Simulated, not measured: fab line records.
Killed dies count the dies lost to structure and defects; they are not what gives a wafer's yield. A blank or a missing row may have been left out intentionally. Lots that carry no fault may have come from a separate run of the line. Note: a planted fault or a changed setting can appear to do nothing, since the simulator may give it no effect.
Which tool did it? || flow nand-harc || 11 lots with 33 wafers sampled at 5 steps, on a route of 1302 steps

## WHAT THE GAUGES READ, wafer by wafer
NHARC_END_SORT_01. Usual: defect-limited-yield 91.6 %, standard deviation 2.6; killed-at-array 52, standard deviation 17; killed-at-other 0.8, standard deviation 1.1; killed-at-periphery 3.2, standard deviation 2.2; killed-dies 57, standard deviation 17; killed-open 3.4, standard deviation 1.8; killed-short 2.4, standard deviation 1.6; sort_bin_2_pct 2.9 %, standard deviation 1.1; sort_bin_3_pct 0.6 %, standard deviation 0.38; sort_bin_4_pct 4.8 %, standard deviation 1.5; sort-n-pass 620, standard deviation 17; sort-rim-yield-pct 92 %, standard deviation 4.9; sort-yield-pct 91.6 %, standard deviation 2.6.
{"lot": "L723", "measured": "day 24 13:36", "on": "prober-02", "defect-limited-yield (%)": "88.0 91.0 90.5", "killed-at-array": "74 54 57", "killed-at-other": "2 3 0", "killed-at-periphery": "5 4 7", "killed-dies": "81 61 64", "killed-open": "4 5 3", "killed-short": "6 1 1", "sort_bin_2_pct (%)": "4.0 4.3 4.0", "sort_bin_3_pct (%)": "0.9 0.3 0.7", "sort_bin_4_pct (%)": "7.1 4.4 4.7", "sort-n-pass": "596 616 613", "sort-rim-yield-pct (%)": "97 84 83", "sort-yield-pct (%)": "88.0 91.0 90.5", "flag": ""}
{"lot": "L725", "measured": "day 25 01:18", "on": "prober-01", "defect-limited-yield (%)": "96.2 96.8 96.2", "killed-at-array": "21 20 22", "killed-at-other": "1 0 0", "killed-at-periphery": "4 2 4", "killed-dies": "26 22 26", "killed-open": "0 4 1", "killed-short": "3 2 2", "sort_bin_2_pct (%)": "1.2 1.5 1.5", "sort_bin_3_pct (%)": "0 0 0", "sort_bin_4_pct (%)": "2.7 1.8 2.4", "sort-n-pass": "651 655 651", "sort-rim-yield-pct (%)": "97 95 98", "sort-yield-pct (%)": "96.2 96.8 96.2", "flag": ""}
{"lot": "L728", "measured": "day 26 21:52", "on": "prober-01", "defect-limited-yield (%)": "92.2 95.0 92.8", "killed-at-array": "49 34 46", "killed-at-other": "0 0 0", "killed-at-periphery": "4 0 3", "killed-dies": "53 34 49", "killed-open": "2 3 5", "killed-short": "2 1 1", "sort_bin_2_pct (%)": "3.0 1.9 2.8", "sort_bin_3_pct (%)": "0.7 0.4 0.1", "sort_bin_4_pct (%)": "4.1 2.7 4.3", "sort-n-pass": "624 643 628", "sort-rim-yield-pct (%)": "95 91 99", "sort-yield-pct (%)": "92.2 95.0 92.8", "flag": ""}
{"lot": "L732", "measured": "day 28 08:31", "on": "prober-01", "defect-limited-yield (%)": "89.2 88.3 88.9", "killed-at-array": "72 76 72", "killed-at-other": "1 1 2", "killed-at-periphery": "0 2 1", "killed-dies": "73 79 75", "killed-open": "2 4 6", "killed-short": "0 2 2", "sort_bin_2_pct (%)": "4.0 4.0 4.1", "sort_bin_3_pct (%)": "0.1 1.0 0.3", "sort_bin_4_pct (%)": "6.6 6.6 6.6", "sort-n-pass": "604 598 602", "sort-rim-yield-pct (%)": "90 93 98", "sort-yield-pct (%)": "89.2 88.3 88.9", "flag": ""}

## WHAT TOOL EACH LOT RAN ON (gives the tool, then ch and the chambers of the sampled wafers, and finally the start)
{"lot": "L723", "NHARC_THIN_TSV_ETCH_44": "rie-diel-03 ch 1,2,3, day 23 22:38", "NHARC_THIN_TSV_ETCHBACK_48": "rie-diel-03 ch 1,2,3, day 24 00:46", "NHARC_THIN_TSV_PVD_19": "pvd-sputter-01, day 24 05:31 or earlier", "NHARC_THIN_TSV_STRIP_57": "wet-bench-10 ch 2,3,7, day 24 05:31"}
{"lot": "L724", "NHARC_THIN_TSV_ETCH_44": "rie-diel-09 ch 1,2,3, day 23 23:48", "NHARC_THIN_TSV_ETCHBACK_48": "rie-diel-09 ch 1,2,3, day 24 01:47", "NHARC_THIN_TSV_PVD_19": "pvd-sputter-03, day 24 06:29 or earlier", "NHARC_THIN_TSV_STRIP_57": "wet-bench-10 ch 0,2,7, day 24 06:29"}
{"lot": "L725", "NHARC_THIN_TSV_ETCH_44": "rie-diel-03 ch 2,3, day 24 08:59", "NHARC_THIN_TSV_ETCHBACK_48": "rie-diel-09 ch 0,1,3, day 24 11:11", "NHARC_THIN_TSV_PVD_19": "pvd-sputter-02, day 24 15:37 or earlier", "NHARC_THIN_TSV_STRIP_57": "wet-bench-10 ch 3,6,7, day 24 15:37"}
{"lot": "L726", "NHARC_THIN_TSV_ETCH_44": "rie-diel-03 ch 2,3, day 24 18:04", "NHARC_THIN_TSV_ETCHBACK_48": "rie-diel-09 ch 0,1,3, day 24 20:23", "NHARC_THIN_TSV_PVD_19": "pvd-sputter-01, day 25 01:05 or earlier", "NHARC_THIN_TSV_STRIP_57": "wet-bench-10 ch 1,2,5, day 25 01:05"}
{"lot": "L728", "NHARC_THIN_TSV_ETCH_44": "rie-diel-08 ch 1,2, day 26 04:37", "NHARC_THIN_TSV_ETCHBACK_48": "rie-diel-09 ch 0,1,2, day 26 06:47", "NHARC_THIN_TSV_PVD_19": "pvd-sputter-03, day 26 11:26 or earlier", "NHARC_THIN_TSV_STRIP_57": "wet-bench-10 ch 0,1,3, day 26 11:26"}
{"lot": "L733", "NHARC_THIN_TSV_ETCH_44": "rie-diel-08 ch 0,1,3, day 27 17:16", "NHARC_THIN_TSV_ETCHBACK_48": "rie-diel-09 ch 0,3, day 27 19:11", "NHARC_THIN_TSV_PVD_19": "pvd-sputter-03, day 27 23:43 or earlier", "NHARC_THIN_TSV_STRIP_57": "wet-bench-10 ch 1,2,4, day 27 23:43"}
{"lot": "L732", "NHARC_THIN_TSV_ETCH_44": "rie-diel-08 ch 0,2,3, day 27 18:32", "NHARC_THIN_TSV_ETCHBACK_48": "rie-diel-03 ch 0,1, day 27 20:31", "NHARC_THIN_TSV_PVD_19": "pvd-sputter-01, day 28 01:10 or earlier", "NHARC_THIN_TSV_STRIP_57": "wet-bench-10 ch 1,2,7, day 28 01:10"}
{"lot": "L743", "NHARC_THIN_TSV_ETCH_44": "rie-diel-08 ch 1,3, day 32 04:01", "NHARC_THIN_TSV_ETCHBACK_48": "rie-diel-09 ch 0,1,3, day 32 06:09", "NHARC_THIN_TSV_PVD_19": "pvd-sputter-03, day 32 10:52 or earlier", "NHARC_THIN_TSV_STRIP_57": "wet-bench-10 ch 4,5,6, day 32 10:52"}
{"lot": "L744", "NHARC_THIN_TSV_ETCH_44": "rie-diel-09 ch 0,1,2, day 32 21:10", "NHARC_THIN_TSV_ETCHBACK_48": "rie-diel-03 ch 0,1, day 32 23:06", "NHARC_THIN_TSV_PVD_19": "pvd-sputter-03, day 33 03:47 or earlier", "NHARC_THIN_TSV_STRIP_57": "wet-bench-10 ch 2,5,6, day 33 03:47"}
{"lot": "L745", "NHARC_THIN_TSV_ETCH_44": "rie-diel-08 ch 0,3, day 33 06:49", "NHARC_THIN_TSV_ETCHBACK_48": "rie-diel-08 ch 0,1,2, day 33 09:17", "NHARC_THIN_TSV_PVD_19": "pvd-sputter-02, day 33 13:51 or earlier", "NHARC_THIN_TSV_STRIP_57": "wet-bench-08 ch 0,2,4, day 33 13:51"}
{"lot": "L746", "NHARC_THIN_TSV_ETCH_44": "rie-diel-03 ch 0,1,3, day 33 19:38", "NHARC_THIN_TSV_ETCHBACK_48": "rie-diel-08 ch 1,2, day 33 21:35", "NHARC_THIN_TSV_PVD_19": "pvd-sputter-01, day 34 02:08 or earlier", "NHARC_THIN_TSV_STRIP_57": "wet-bench-10 ch 0,3,5, day 34 02:08"}
- NHARC_THIN_TSV_ETCH_44: etches the open film in CF4/O2, target depth 1594.2 nm, time 797.1 s.
- NHARC_THIN_TSV_ETCHBACK_48: etches the open film in C4F8/Ar, target depth 1028.5 nm, time 405.17 s.
- NHARC_THIN_TSV_PVD_19: deposits TaN, target thk 20 nm.
- NHARC_THIN_TSV_STRIP_57: strips in post etch residue remover, time 1200 s.

## AS READ BY THE TOOLS THEMSELVES (means over the sampled wafers that have a number; for cases with no such wafer, the mark the record gives instead)
NHARC_THIN_TSV_ETCH_44. Usual: bias-w 800.0 W, standard deviation 2.3; cf4-flow-sccm 150.1 sccm, standard deviation 0.41; drypump-motor-current-A 5.8 A, standard deviation 0.47; oes-product-au 1.002 a.u., standard deviation 0.008; rf-vpp-V 793 V, standard deviation 4.7; showerhead-plenum-p-Torr 1.81 Torr, standard deviation 0.075; throttle-valve-pct 16.915 %, standard deviation 0.0095.
{"lot": "L723", "tool": "rie-diel-03", "bias-w (W)": 800.5, "cf4-flow-sccm (sccm)": 150.2, "drypump-motor-current-A (A)": 5.6, "oes-product-au (a.u.)": 0.998, "rf-vpp-V (V)": 795, "showerhead-plenum-p-Torr (Torr)": 1.84, "throttle-valve-pct (%)": 16.917, "flag": ""}
{"lot": "L724", "tool": "rie-diel-09", "bias-w (W)": 800.0, "cf4-flow-sccm (sccm)": 150.2, "drypump-motor-current-A (A)": 5.5, "oes-product-au (a.u.)": 1.004, "rf-vpp-V (V)": 794, "showerhead-plenum-p-Torr (Torr)": 1.83, "throttle-valve-pct (%)": 16.915, "flag": ""}
{"lot": "L725", "tool": "rie-diel-03", "bias-w (W)": 801.0, "cf4-flow-sccm (sccm)": 149.7, "drypump-motor-current-A (A)": 5.4, "oes-product-au (a.u.)": 1.004, "rf-vpp-V (V)": 791, "showerhead-plenum-p-Torr (Torr)": 1.78, "throttle-valve-pct (%)": 16.913, "flag": ""}
{"lot": "L726", "tool": "rie-diel-03", "bias-w (W)": 800.1, "cf4-flow-sccm (sccm)": 149.8, "drypump-motor-current-A (A)": 5.3, "oes-product-au (a.u.)": 1.008, "rf-vpp-V (V)": 793, "showerhead-plenum-p-Torr (Torr)": 1.79, "throttle-valve-pct (%)": 16.921, "flag": ""}
{"lot": "L728", "tool": "rie-diel-08", "bias-w (W)": 799.3, "cf4-flow-sccm (sccm)": 150.3, "drypump-motor-current-A (A)": 6.0, "oes-product-au (a.u.)": 1.004, "rf-vpp-V (V)": 791, "showerhead-plenum-p-Torr (Torr)": 1.77, "throttle-valve-pct (%)": 16.907, "flag": ""}
{"lot": "L733", "tool": "rie-diel-08", "bias-w (W)": 803.0, "cf4-flow-sccm (sccm)": 150.1, "drypump-motor-current-A (A)": 6.2, "oes-product-au (a.u.)": 1.005, "rf-vpp-V (V)": 793, "showerhead-plenum-p-Torr (Torr)": 1.80, "throttle-valve-pct (%)": 16.912, "flag": ""}
{"lot": "L732", "tool": "rie-diel-08", "bias-w (W)": 798.9, "cf4-flow-sccm (sccm)": 150.0, "drypump-motor-current-A (A)": 5.8, "oes-product-au (a.u.)": 1.003, "rf-vpp-V (V)": 794, "showerhead-plenum-p-Torr (Torr)": 1.82, "throttle-valve-pct (%)": 16.920, "flag": ""}
{"lot": "L743", "tool": "rie-diel-08", "bias-w (W)": 800.0, "cf4-flow-sccm (sccm)": 149.6, "drypump-motor-current-A (A)": 6.0, "oes-product-au (a.u.)": 1.008, "rf-vpp-V (V)": 797, "showerhead-plenum-p-Torr (Torr)": 1.87, "throttle-valve-pct (%)": 16.913, "flag": ""}
{"lot": "L744", "tool": "rie-diel-09", "bias-w (W)": 801.2, "cf4-flow-sccm (sccm)": 150.3, "drypump-motor-current-A (A)": 5.7, "oes-product-au (a.u.)": 1.002, "rf-vpp-V (V)": 791, "showerhead-plenum-p-Torr (Torr)": 1.77, "throttle-valve-pct (%)": 16.908, "flag": ""}
{"lot": "L745", "tool": "rie-diel-08", "bias-w (W)": 800.1, "cf4-flow-sccm (sccm)": 150.3, "drypump-motor-current-A (A)": 5.8, "oes-product-au (a.u.)": 1.008, "rf-vpp-V (V)": 796, "showerhead-plenum-p-Torr (Torr)": 1.87, "throttle-valve-pct (%)": 16.908, "flag": ""}
{"lot": "L746", "tool": "rie-diel-03", "bias-w (W)": 798.9, "cf4-flow-sccm (sccm)": 150.3, "drypump-motor-current-A (A)": 6.0, "oes-product-au (a.u.)": 1.003, "rf-vpp-V (V)": 793, "showerhead-plenum-p-Torr (Torr)": 1.81, "throttle-valve-pct (%)": 16.919, "flag": ""}

NHARC_THIN_TSV_ETCHBACK_48. Usual: bias-w 300.0 W, standard deviation 0.88; oes-product-au 0.95 a.u., standard deviation 0.033; rf-vpp-V 546 V, standard deviation 3.4.
{"lot": "L723", "tool": "rie-diel-03", "bias-w (W)": 300.8, "oes-product-au (a.u.)": 0.93, "rf-vpp-V (V)": 547, "flag": ""}
{"lot": "L724", "tool": "rie-diel-09", "bias-w (W)": 299.9, "oes-product-au (a.u.)": 0.96, "rf-vpp-V (V)": 547, "flag": ""}
{"lot": "L725", "tool": "rie-diel-09", "bias-w (W)": 299.1, "oes-product-au (a.u.)": 0.92, "rf-vpp-V (V)": 547, "flag": ""}
{"lot": "L726", "tool": "rie-diel-09", "bias-w (W)": 300.1, "oes-product-au (a.u.)": 0.93, "rf-vpp-V (V)": 546, "flag": ""}
{"lot": "L728", "tool": "rie-diel-09", "bias-w (W)": 300.3, "oes-product-au (a.u.)": 0.93, "rf-vpp-V (V)": 544, "flag": ""}
{"lot": "L733", "tool": "rie-diel-09", "bias-w (W)": 300.4, "oes-product-au (a.u.)": 0.97, "rf-vpp-V (V)": 547, "flag": ""}
{"lot": "L732", "tool": "rie-diel-03", "bias-w (W)": 300.3, "oes-product-au (a.u.)": 1.00, "rf-vpp-V (V)": 545, "flag": ""}
{"lot": "L743", "tool": "rie-diel-09", "bias-w (W)": 299.9, "oes-product-au (a.u.)": 0.92, "rf-vpp-V (V)": 547, "flag": ""}
{"lot": "L744", "tool": "rie-diel-03", "bias-w (W)": 299.5, "oes-product-au (a.u.)": 0.93, "rf-vpp-V (V)": 547, "flag": ""}
{"lot": "L745", "tool": "rie-diel-08", "bias-w (W)": 299.8, "oes-product-au (a.u.)": 0.97, "rf-vpp-V (V)": 543, "flag": ""}
{"lot": "L746", "tool": "rie-diel-08", "bias-w (W)": 299.7, "oes-product-au (a.u.)": 1.00, "rf-vpp-V (V)": 544, "flag": ""}

NHARC_THIN_TSV_PVD_19. Usual: throttle-valve-pct 30.0 %, standard deviation 1.2.
{"lot": "L723", "tool": "pvd-sputter-01", "throttle-valve-pct (%)": 31.3, "flag": ""}
{"lot": "L724", "tool": "pvd-sputter-03", "throttle-valve-pct (%)": 29.5, "flag": ""}
{"lot": "L725", "tool": "pvd-sputter-02", "throttle-valve-pct (%)": 29.9, "flag": ""}
{"lot": "L726", "tool": "pvd-sputter-01", "throttle-valve-pct (%)": 31.1, "flag": ""}
{"lot": "L728", "tool": "pvd-sputter-03", "throttle-valve-pct (%)": 30.1, "flag": ""}
{"lot": "L733", "tool": "pvd-sputter-03", "throttle-valve-pct (%)": 29.9, "flag": ""}
{"lot": "L732", "tool": "pvd-sputter-01", "throttle-valve-pct (%)": 29.7, "flag": ""}
{"lot": "L743", "tool": "pvd-sputter-03", "throttle-valve-pct (%)": 29.6, "flag": ""}
{"lot": "L744", "tool": "pvd-sputter-03", "throttle-valve-pct (%)": 29.6, "flag": ""}
{"lot": "L745", "tool": "pvd-sputter-02", "throttle-valve-pct (%)": 29.1, "flag": ""}
{"lot": "L746", "tool": "pvd-sputter-01", "throttle-valve-pct (%)": 29.9, "flag": ""}

NHARC_THIN_TSV_STRIP_57. Usual: bath-guard-temp-C 72.7 C, standard deviation 0.53; bath-heat-duty-pct 14.9 %, standard deviation 1.8.
{"lot": "L723", "tool": "wet-bench-10", "bath-guard-temp-C (C)": 72.8, "bath-heat-duty-pct (%)": 14.1, "flag": ""}
{"lot": "L724", "tool": "wet-bench-10", "bath-guard-temp-C (C)": 72.7, "bath-heat-duty-pct (%)": 13.8, "flag": ""}
{"lot": "L725", "tool": "wet-bench-10", "bath-guard-temp-C (C)": 73.1, "bath-heat-duty-pct (%)": 15.0, "flag": ""}
{"lot": "L726", "tool": "wet-bench-10", "bath-guard-temp-C (C)": 72.6, "bath-heat-duty-pct (%)": 14.0, "flag": ""}
{"lot": "L728", "tool": "wet-bench-10", "bath-guard-temp-C (C)": 72.7, "bath-heat-duty-pct (%)": 14.8, "flag": ""}
{"lot": "L733", "tool": "wet-bench-10", "bath-guard-temp-C (C)": "-", "bath-heat-duty-pct (%)": "-", "flag": "OFF"}
{"lot": "L732", "tool": "wet-bench-10", "bath-guard-temp-C (C)": "-", "bath-heat-duty-pct (%)": "-", "flag": "OFF"}
{"lot": "L743", "tool": "wet-bench-10", "bath-guard-temp-C (C)": 72.6, "bath-heat-duty-pct (%)": 14.6, "flag": ""}
{"lot": "L744", "tool": "wet-bench-10", "bath-guard-temp-C (C)": 72.9, "bath-heat-duty-pct (%)": 13.9, "flag": ""}
{"lot": "L745", "tool": "wet-bench-08", "bath-guard-temp-C (C)": 72.4, "bath-heat-duty-pct (%)": 15.5, "flag": ""}
{"lot": "L746", "tool": "wet-bench-10", "bath-guard-temp-C (C)": 72.3, "bath-heat-duty-pct (%)": 14.4, "flag": ""}

## THE ANSWER, worked out from the rows above alone
Rule: lot off if the mean of its wafers having a number is beyond 3 standard deviations from the usual mean. A lot without any number at a reading at which 4 lots or more have one is off too. The other lots that the step has rows for count as sound. The gauges are gone through in route order, then the tools' own readings, and for those a lot's mean is taken as printed above. The first step at which some lot is off is used, and at that step the reading that is off furthest; a lot without a number counts as furthest.
Off at NHARC_THIN_TSV_STRIP_57 (bath-guard-temp-C): L733, L732. Without a number there: L733, L732.
A tool fits if, at that step or a process step before it, it ran every lot that is off, and no sound lot after the first of them. Because NHARC_THIN_TSV_PVD_19 lacks a start for some lots, the hours and order of its lots are taken from NHARC_THIN_TSV_STRIP_57. Not one of the candidates tried fits.

## WHAT THE SIMULATOR HAD PUT IN
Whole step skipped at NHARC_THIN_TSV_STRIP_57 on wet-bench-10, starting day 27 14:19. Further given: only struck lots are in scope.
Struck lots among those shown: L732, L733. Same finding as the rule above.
